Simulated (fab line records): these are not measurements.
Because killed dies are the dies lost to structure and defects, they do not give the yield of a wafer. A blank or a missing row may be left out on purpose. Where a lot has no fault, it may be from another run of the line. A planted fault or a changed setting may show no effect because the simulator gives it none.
One fault through the eyes of 2 desks + flow n5Finfet + only its own numbers are on each desk; what lay behind them is given at the end

## AT THE TOOL OWNER'S DESK: rieDiel-02
The tool's own readings at N5_BEOL_M3_ETCH_70 (etches SOC in N2/H2, target depth 80 nm, overetch 16 nm, time 120 s): means of the sampled wafers that have a number, for each lot that ran on this tool. The brackets show how far a lot's mean lies from the usual mean; more than 4 standard deviations puts the lot out of limits, marked OUT. It has 8 readings, of which 7 appear: the earliest out of limits, and the ones furthest out on some lot.
Columns: A = biasW at N5_BEOL_M3_ETCH_70, usual 150.0 W; B = chamberPressureMTorr at N5_BEOL_M3_ETCH_70, usual 29.999 mTorr; C = drypumpMotorCurrentA at N5_BEOL_M3_ETCH_70, usual 6.1 A; D = rfVppV at N5_BEOL_M3_ETCH_70, usual 523 V; E = runLengthS at N5_BEOL_M3_ETCH_70, usual 143.2 s; F = showerheadPlenumPTorr at N5_BEOL_M3_ETCH_70, usual 2.51 Torr; G = throttleValvePct at N5_BEOL_M3_ETCH_70, usual 17.9 %
| lot  | first seen here | A     | B      | C   | D   | E               | F    | G    |
|------|-----------------|-------|--------|-----|-----|-----------------|------|------|
| L365 | day 8 17:13     | 150.3 | 30.047 | 6.3 | 524 | 143.4           | 2.56 | 17.6 |
| L376 | day 11 19:11    | 149.7 | 30.006 | 6.7 | 518 | 160.5 (+34) OUT | 2.35 | 17.9 |
| L375 | day 11 20:22    | 150.1 | 30.017 | 6.1 | 521 | 154.4 (+22) OUT | 2.47 | 18.0 |
| L380 | day 12 09:29    | 150.4 | 29.989 | 5.9 | 527 | 154.5 (+22) OUT | 2.65 | 17.6 |
This desk's verdict: out of limits on L375, L376, L380, starting with L376 at day 11 19:11 (runLengthS at N5_BEOL_M3_ETCH_70). L365 stayed within limits.

## AT THE METROLOGY DESK
What the gauges read for every lot (on any tool): the sampled wafers with a number, averaged. The brackets show how far a lot's mean lies from the usual mean; more than 4 standard deviations puts the lot out of limits, marked OUT. Readings shown: 7 of its 10, picked as those furthest out on some lot.
Columns: A = DIBL_P at N5_BEOL_M4_RC_MEAS_101, usual 35.8 mV/V; B = IOFF_P at N5_BEOL_M4_RC_MEAS_101, usual 0.21 nA/um; C = ION_N at N5_BEOL_M4_RC_MEAS_101, usual 676 uA/um; D = ION_P at N5_BEOL_M4_RC_MEAS_101, usual 465 uA/um; E = SS_N at N5_BEOL_M4_RC_MEAS_101, usual 71.5 mV/dec; F = VT_N at N5_BEOL_M4_RC_MEAS_101, usual 249.8 mV; G = VT_P at N5_BEOL_M4_RC_MEAS_101, usual -250 mV
| lot  | first seen here | A    | B    | C   | D   | E    | F     | G    |
|------|-----------------|------|------|-----|-----|------|-------|------|
| L365 | day 9 17:19     | 35.5 | 0.16 | 660 | 449 | 70.7 | 252.8 | -257 |
| L376 | day 12 18:27    | 35.1 | 0.21 | 684 | 464 | 71.2 | 244.8 | -249 |
| L375 | day 12 22:10    | 37.7 | 0.22 | 674 | 457 | 72.5 | 249.8 | -251 |
| L380 | day 13 18:23    | 33.2 | 0.18 | 657 | 451 | 71.0 | 251.3 | -252 |
| L384 | day 14 23:16    | 37.7 | 0.22 | 679 | 467 | 72.1 | 249.4 | -248 |
This desk's verdict: no lot among the 5 shows anything out of limits.

## BROUGHT TOGETHER
An alarm could have come from the tool owner's desk at day 11 19:11, on L375, L376, L380.
Nothing out of limits was seen by the metrology desk.
The metrology desk has L375, L376, L380 on record, within its limits.
N5_BEOL_M3_ETCH_70 was run on rieDiel-02 by each of the lots named.

## WHAT THE SIMULATOR PUT IN
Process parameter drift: rieDiel-02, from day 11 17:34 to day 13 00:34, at N5_BEOL_M3_ETCH_70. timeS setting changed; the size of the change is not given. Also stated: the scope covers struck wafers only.
Shown lots that were struck: L375, L376, L380.
How many hours passed from the start of the fault until each desk's first out-of-limits reading: the tool owner's desk, 2.
